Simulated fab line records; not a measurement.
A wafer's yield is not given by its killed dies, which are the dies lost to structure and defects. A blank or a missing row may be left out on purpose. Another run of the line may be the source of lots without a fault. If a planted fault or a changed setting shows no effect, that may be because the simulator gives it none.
Which tool did it? / flow nand_harc / 14 lots with 42 wafers sampled at 6 steps, on a route of 1159 steps

WHAT THE GAUGES SHOWED, per wafer
NHARC_A_CONTACT_INSPECT_23. Usual: raw_defect_count at 411, with a standard deviation of 110.
lot=L424; measured=day 17 09:36; on=defect_inspect-02; raw_defect_count=466 580 427; flag=
lot=L423; measured=day 17 11:26; on=defect_inspect-01; raw_defect_count=465 461 501; flag=
lot=L426; measured=day 17 18:49; on=defect_inspect-02; raw_defect_count=319 278 355; flag=
lot=L428; measured=day 17 23:49; on=defect_inspect-02; raw_defect_count=368 377 403; flag=
lot=L425; measured=day 18 04:17; on=defect_inspect-02; raw_defect_count=497 423 751; flag=
lot=L431; measured=day 19 09:48; on=defect_inspect-02; raw_defect_count=484 288 352; flag=
lot=L430; measured=day 19 11:05; on=defect_inspect-01; raw_defect_count=689 395 378; flag=
lot=L433; measured=day 19 12:59; on=defect_inspect-01; raw_defect_count=310 275 239; flag=
lot=L432; measured=day 19 19:14; on=defect_inspect-02; raw_defect_count=298 461 342; flag=
lot=L434; measured=day 20 13:06; on=defect_inspect-01; raw_defect_count=521 630 492; flag=
lot=L440; measured=day 21 02:21; on=defect_inspect-02; raw_defect_count=378 537 309; flag=
lot=L439; measured=day 21 01:35; on=defect_inspect-02; raw_defect_count=436 320 252; flag=
lot=L438; measured=day 21 03:53; on=defect_inspect-02; raw_defect_count=461 520 424; flag=
lot=L442; measured=day 21 21:17; on=defect_inspect-02; raw_defect_count=372 555 477; flag=

NHARC_A_BLC_CD_MEAS_10: target cd 100 nm. Usual: cd_nm at 99.9 nm, with a standard deviation of 0.45.
lot=L424; measured=day 17 10:07; on=cd_sem-01; cd_nm (nm)=100.6 99.4 100.3; flag=
lot=L423; measured=day 17 11:56; on=cd_sem-03; cd_nm (nm)=100.0 99.3 100.2; flag=
lot=L426; measured=day 17 19:19; on=cd_sem-02; cd_nm (nm)=100.1 100.0 99.7; flag=
lot=L428; measured=day 18 00:20; on=cd_sem-02; cd_nm (nm)=99.6 99.9 99.4; flag=
lot=L425; measured=day 18 04:40; on=cd_sem-02; cd_nm (nm)=100.3 99.6 99.5; flag=
lot=L431; measured=day 19 10:19; on=cd_sem-02; cd_nm (nm)=100.1 99.9 99.9; flag=
lot=L430; measured=day 19 11:35; on=cd_sem-03; cd_nm (nm)=100.7 100.5 99.6; flag=
lot=L433; measured=day 19 13:30; on=cd_sem-03; cd_nm (nm)=99.3 99.5 99.3; flag=
lot=L432; measured=day 19 19:44; on=cd_sem-01; cd_nm (nm)=100.6 100.1 99.9; flag=
lot=L434; measured=day 20 13:37; on=cd_sem-02; cd_nm (nm)=100.0 99.3 99.6; flag=
lot=L440; measured=day 21 02:52; on=cd_sem-01; cd_nm (nm)=100.3 99.7 100.1; flag=
lot=L439; measured=day 21 01:59; on=cd_sem-02; cd_nm (nm)=99.6 99.2 99.4; flag=
lot=L438; measured=day 21 04:23; on=cd_sem-03; cd_nm (nm)=107.0 107.2 106.9; flag=OFF
lot=L442; measured=day 21 21:48; on=cd_sem-03; cd_nm (nm)=107.0 107.4 107.6; flag=OFF

NHARC_A_BLC_OVL_MEAS_11. Usual: overlay_x_nm 0.1 nm, standard deviation 0.99; overlay_y_nm -0.2 nm, standard deviation 0.72.
lot=L424; measured=day 17 10:12; on=overlay-02; overlay_x_nm (nm)=1.2 1.3 1.4; overlay_y_nm (nm)=0.3 0.3 0.3; flag=
lot=L423; measured=day 17 12:02; on=overlay-01; overlay_x_nm (nm)=0.7 0.8 0.6; overlay_y_nm (nm)=-0.3 -0.2 0.1; flag=
lot=L426; measured=day 17 19:24; on=overlay-01; overlay_x_nm (nm)=-0.7 -1.0 -0.6; overlay_y_nm (nm)=-0.1 0.2 0.2; flag=
lot=L428; measured=day 18 00:25; on=overlay-01; overlay_x_nm (nm)=0.9 0.3 0.5; overlay_y_nm (nm)=1.0 0.6 0.1; flag=
lot=L425; measured=day 18 04:45; on=overlay-01; overlay_x_nm (nm)=1.0 1.1 0.4; overlay_y_nm (nm)=-1.3 -1.1 -1.1; flag=
lot=L431; measured=day 19 10:24; on=overlay-01; overlay_x_nm (nm)=1.1 1.0 1.1; overlay_y_nm (nm)=-0.6 -1.0 -0.7; flag=
lot=L430; measured=day 19 11:40; on=overlay-01; overlay_x_nm (nm)=-1.2 -1.0 -0.8; overlay_y_nm (nm)=-1.0 -1.5 -1.2; flag=
lot=L433; measured=day 19 13:35; on=overlay-01; overlay_x_nm (nm)=0.3 -0.1 0.4; overlay_y_nm (nm)=0.3 0.6 0.7; flag=
lot=L432; measured=day 19 19:49; on=overlay-02; overlay_x_nm (nm)=-0.6 -0.6 -0.8; overlay_y_nm (nm)=0.0 0.6 -0.1; flag=
lot=L434; measured=day 20 13:42; on=overlay-01; overlay_x_nm (nm)=-0.6 -0.2 0.1; overlay_y_nm (nm)=-0.3 -0.5 -1.2; flag=
lot=L440; measured=day 21 02:57; on=overlay-02; overlay_x_nm (nm)=-1.6 -1.8 -2.3; overlay_y_nm (nm)=-0.3 -0.4 -0.5; flag=
lot=L439; measured=day 21 02:04; on=overlay-02; overlay_x_nm (nm)=-0.2 0.4 0.0; overlay_y_nm (nm)=-0.7 -0.3 -0.3; flag=
lot=L438; measured=day 21 04:29; on=overlay-01; overlay_x_nm (nm)=-0.1 0.2 -0.1; overlay_y_nm (nm)=-1.4 -1.6 -0.8; flag=
lot=L442; measured=day 21 21:53; on=overlay-02; overlay_x_nm (nm)=0.5 -0.3 -0.3; overlay_y_nm (nm)=0.4 0.3 -0.2; flag=

NHARC_END_SORT_01. Usual: killed_at_array 26, standard deviation 8.6; killed_at_other 0.7, standard deviation 0.97; killed_at_periphery 3.2, standard deviation 2.2; killed_dies 30, standard deviation 8.9; killed_open 3.1, standard deviation 1.8; killed_short 2.2, standard deviation 1.8.
lot=L431; measured=day 21 09:51; on=prober-01; killed_at_array=26 27 24; killed_at_other=0 1 1; killed_at_periphery=2 5 3; killed_dies=28 33 28; killed_open=4 5 4; killed_short=5 4 3; flag=
lot=L438; measured=day 23 14:05; on=prober-01; killed_at_array=26 22; killed_at_other=0 1; killed_at_periphery=3 6; killed_dies=29 29; killed_open=3 5; killed_short=1 1; flag=
lot=L442; measured=day 23 20:16; on=prober-01; killed_at_array=30; killed_at_other=0; killed_at_periphery=4; killed_dies=34; killed_open=3; killed_short=2; flag=

WHICH TOOL RAN EACH LOT (tool, then ch and the chambers of the sampled wafers, then the start)
lot=L424; NHARC_A_CONTACT_ETCH_139=har_cap_etch-01 ch 1, day 16 21:42; NHARC_A_BLC_PEB_08=litho_track-01 ch 0, day 17 10:02
lot=L423; NHARC_A_CONTACT_ETCH_139=har_cap_etch-01 ch 0,1, day 17 02:46; NHARC_A_BLC_PEB_08=litho_track-01 ch 0, day 17 11:52
lot=L426; NHARC_A_CONTACT_ETCH_139=har_cap_etch-01 ch 0,1, day 17 15:46; NHARC_A_BLC_PEB_08=litho_track-01 ch 0, day 17 19:14
lot=L428; NHARC_A_CONTACT_ETCH_139=har_cap_etch-02 ch 0,1, day 17 20:32; NHARC_A_BLC_PEB_08=litho_track-04 ch 0, day 18 00:15
lot=L425; NHARC_A_CONTACT_ETCH_139=har_cap_etch-01 ch 0,1, day 17 21:04; NHARC_A_BLC_PEB_08=litho_track-04 ch 0, day 18 04:35
lot=L431; NHARC_A_CONTACT_ETCH_139=har_cap_etch-01 ch 0,1, day 19 03:47; NHARC_A_BLC_PEB_08=litho_track-06 ch 0, day 19 10:14
lot=L430; NHARC_A_CONTACT_ETCH_139=har_cap_etch-03 ch 0,1, day 19 04:20; NHARC_A_BLC_PEB_08=litho_track-04 ch 0, day 19 11:31
lot=L433; NHARC_A_CONTACT_ETCH_139=har_cap_etch-01 ch 0,1, day 19 09:01; NHARC_A_BLC_PEB_08=litho_track-06 ch 0, day 19 13:25
lot=L432; NHARC_A_CONTACT_ETCH_139=har_cap_etch-03 ch 0,1, day 19 12:55; NHARC_A_BLC_PEB_08=litho_track-01 ch 0, day 19 19:39
lot=L434; NHARC_A_CONTACT_ETCH_139=har_cap_etch-02 ch 0,1, day 20 09:22; NHARC_A_BLC_PEB_08=litho_track-04 ch 0, day 20 13:32
lot=L440; NHARC_A_CONTACT_ETCH_139=har_cap_etch-03 ch 0,1, day 20 19:40; NHARC_A_BLC_PEB_08=litho_track-06 ch 0, day 21 02:47
lot=L439; NHARC_A_CONTACT_ETCH_139=har_cap_etch-01 ch 0,1, day 20 20:19; NHARC_A_BLC_PEB_08=litho_track-06 ch 0, day 21 01:54
lot=L438; NHARC_A_CONTACT_ETCH_139=har_cap_etch-03 ch 0,1, day 20 22:41; NHARC_A_BLC_PEB_08=litho_track-01 ch 0, day 21 04:19
lot=L442; NHARC_A_CONTACT_ETCH_139=har_cap_etch-02 ch 0,1, day 21 13:13; NHARC_A_BLC_PEB_08=litho_track-01 ch 0, day 21 21:43
- NHARC_A_CONTACT_ETCH_139: etches the open film in C4F8/O2/Ar, time 137 s, target depth 590 nm.
- NHARC_A_BLC_PEB_08: peb time 65 s.

AS READ BY THE TOOLS THEMSELVES (means over the sampled wafers that have a number; for cases with no such wafer, the mark the record gives instead)
NHARC_A_BLC_PEB_08. Usual: exhaust_pa at 45.2 Pa, with a standard deviation of 0.83.
lot=L424; tool=litho_track-01; exhaust_pa (Pa)=44.4; flag=
lot=L423; tool=litho_track-01; exhaust_pa (Pa)=44.5; flag=
lot=L426; tool=litho_track-01; exhaust_pa (Pa)=45.1; flag=
lot=L428; tool=litho_track-04; exhaust_pa (Pa)=45.5; flag=
lot=L425; tool=litho_track-04; exhaust_pa (Pa)=45.1; flag=
lot=L431; tool=litho_track-06; exhaust_pa (Pa)=44.8; flag=
lot=L430; tool=litho_track-04; exhaust_pa (Pa)=45.7; flag=
lot=L433; tool=litho_track-06; exhaust_pa (Pa)=44.9; flag=
lot=L432; tool=litho_track-01; exhaust_pa (Pa)=45.7; flag=
lot=L434; tool=litho_track-04; exhaust_pa (Pa)=44.1; flag=
lot=L440; tool=litho_track-06; exhaust_pa (Pa)=45.8; flag=
lot=L439; tool=litho_track-06; exhaust_pa (Pa)=45.4; flag=
lot=L438; tool=litho_track-01; exhaust_pa (Pa)=45.6; flag=
lot=L442; tool=litho_track-01; exhaust_pa (Pa)=45.4; flag=

THE ANSWER, worked out from the rows above alone
Rule: lot off if the mean of its wafers having a number is beyond 3 standard deviations from the usual mean. A lot without any number at a reading at which 4 lots or more have one is off too. All remaining lots with rows at the step are treated as sound. After the gauges, taken in route order, come the tools' own readings; for these a lot's mean is taken, as printed above. At the first step where some lot is off, the reading lying furthest off is the one used; lots without a number count as furthest.
Off, at NHARC_A_BLC_CD_MEAS_10 on cd_nm: L438, L442.
If a tool, at a process step before that reading, ran all the lots that are off and no sound lot after the first of them, it fits. The gauges at NHARC_A_BLC_CD_MEAS_10 are tried like those tools. 2 tools fit, litho_track-01 at NHARC_A_BLC_PEB_08 and cd_sem-03 at NHARC_A_BLC_CD_MEAS_10, so this cannot tell which one it is.

WHAT THE SIMULATOR HAD INSERTED
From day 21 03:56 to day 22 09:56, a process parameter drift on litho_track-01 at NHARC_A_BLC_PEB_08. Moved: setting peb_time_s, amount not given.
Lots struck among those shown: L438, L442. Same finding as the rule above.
